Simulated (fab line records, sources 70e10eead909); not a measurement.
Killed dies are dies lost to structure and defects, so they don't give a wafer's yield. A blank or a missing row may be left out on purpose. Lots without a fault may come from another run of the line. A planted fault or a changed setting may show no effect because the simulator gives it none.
Problem report in the 8D (eight disciplines) form, filled by code | flow nand_harc | the parts of the form that need people (team, actions taken, sign-off) are left out

1. THE PROBLEM
time_to_endpoint_s at NHARC_A_CONTACT_CMP_20 reads a mean of 36.4 s on 1 wafer of 1 lot; wafers without a fault read 59.2 s with a standard deviation of 2.7. That is -8.4 standard deviations from the usual mean.
The step: polishes, t overpolish 30 s, target thk 300 nm.
First seen on wafer L463.4, day 29 23:37, on cmp-03. The record holds 39 wafers of 13 lots with a number at this step. Rule for "out", or "out of limits": more than 4 standard deviations from the usual mean. The other wafers with a number count as sound.

2. WHAT IT IS AND WHAT IT IS NOT
question                    | is                 | is not
which readings at this step | time_to_endpoint_s | motor_current_A, overpolish_run_s
which lots                  | L463               | L443, L445, L446, L448, L449, L450, L451, L452, L453, L457, L458, L464
which wafers of those lots  | L463.4             | L463.1, L463.3
read on which tools         | cmp-03             | cmp-01, cmp-02
when                        | from day 29 23:37  | up to then (35 sound wafers); but 3 sound wafers of L464 came after

3. SUSPECTS, AND WHAT RULES EACH OUT
Counting: a tool at a process step up to the reading stays a suspect if it ran every lot that is out. Sound lots after the first of them don't rule it out here, since some wafers of a struck lot are sound.
- pecvd-04 at NHARC_A_CONTACT_DEP_85 (deposits SiON, target thk 60 nm): kept. It ran the lot that is out, L463 (day 29 17:31); its last sound lot up to then is L458 (day 28 00:42).
- har_cap_etch-02 at NHARC_A_CONTACT_ETCH_138 (etches the open film in C4F8/O2/Ar, time 311 s, target depth 1914 nm): kept. It ran the lot that is out, L463 (day 29 20:32); its last sound lot up to then is L450 (day 26 07:38).
- har_cap_etch-02 at NHARC_A_CONTACT_ETCH_139 (etches the open film in C4F8/O2/Ar, time 195 s, target depth 840 nm): kept. It ran the lot that is out, L463 (day 29 20:49); its last sound lot up to then is L450 (day 26 07:55).
- cmp-03 at NHARC_A_CONTACT_CMP_20 (polishes, t overpolish 30 s, target thk 300 nm): kept. It ran the lot that is out, L463 (day 29 23:37); its last sound lot up to then is L450 (day 26 10:53). Its own readings are out on those wafers: time_to_endpoint_s.
- Within pecvd-04 at NHARC_A_CONTACT_DEP_85: the wafers that are out ran in chamber 2; their sound lot-mates ran in chambers 0, 1.
- Within har_cap_etch-02 at NHARC_A_CONTACT_ETCH_138: the wafers that are out ran in chamber 0; their sound lot-mates ran in chamber 1.
- Within har_cap_etch-02 at NHARC_A_CONTACT_ETCH_139: the wafers that are out ran in chamber 0; their sound lot-mates ran in chamber 1.
- Within cmp-03 at NHARC_A_CONTACT_CMP_20: the wafers that are out ran in chamber 2; their sound lot-mates ran in chambers 0, 1.
Left after counting: pecvd-04 at NHARC_A_CONTACT_DEP_85, har_cap_etch-02 at NHARC_A_CONTACT_ETCH_138, har_cap_etch-02 at NHARC_A_CONTACT_ETCH_139, cmp-03 at NHARC_A_CONTACT_CMP_20.

4. THE CAUSE (what the simulator had put in)
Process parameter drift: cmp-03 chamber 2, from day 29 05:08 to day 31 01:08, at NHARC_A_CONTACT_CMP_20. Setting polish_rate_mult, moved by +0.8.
Counting left 4 suspects, and this tool is among them.

5. THE CHAIN OF EFFECTS, in route order
Each row: a reading whose mean over the struck wafers that have a number lies more than 3 standard deviations from the usual. Only readings for which the record gives a usual standard deviation are gone through. hours: the time from each lot's start at the first step in this table that gives one to its start at this step, as a median over the lots. sigmas: the change in usual standard deviations.
hours | step                   | reading            | usual  | on struck wafers | change | sigmas
0     | NHARC_A_CONTACT_CMP_20 | time_to_endpoint_s | 59.2 s | 36.4             | -22.8  | -8.4
The process steps in it:
- NHARC_A_CONTACT_CMP_20: polishes, t overpolish 30 s, target thk 300 nm.

6. WHAT WOULD HAVE CAUGHT IT SOONER
In this record the first reading out of limits was taken at day 29 23:37, 18 hours after the fault began at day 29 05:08.
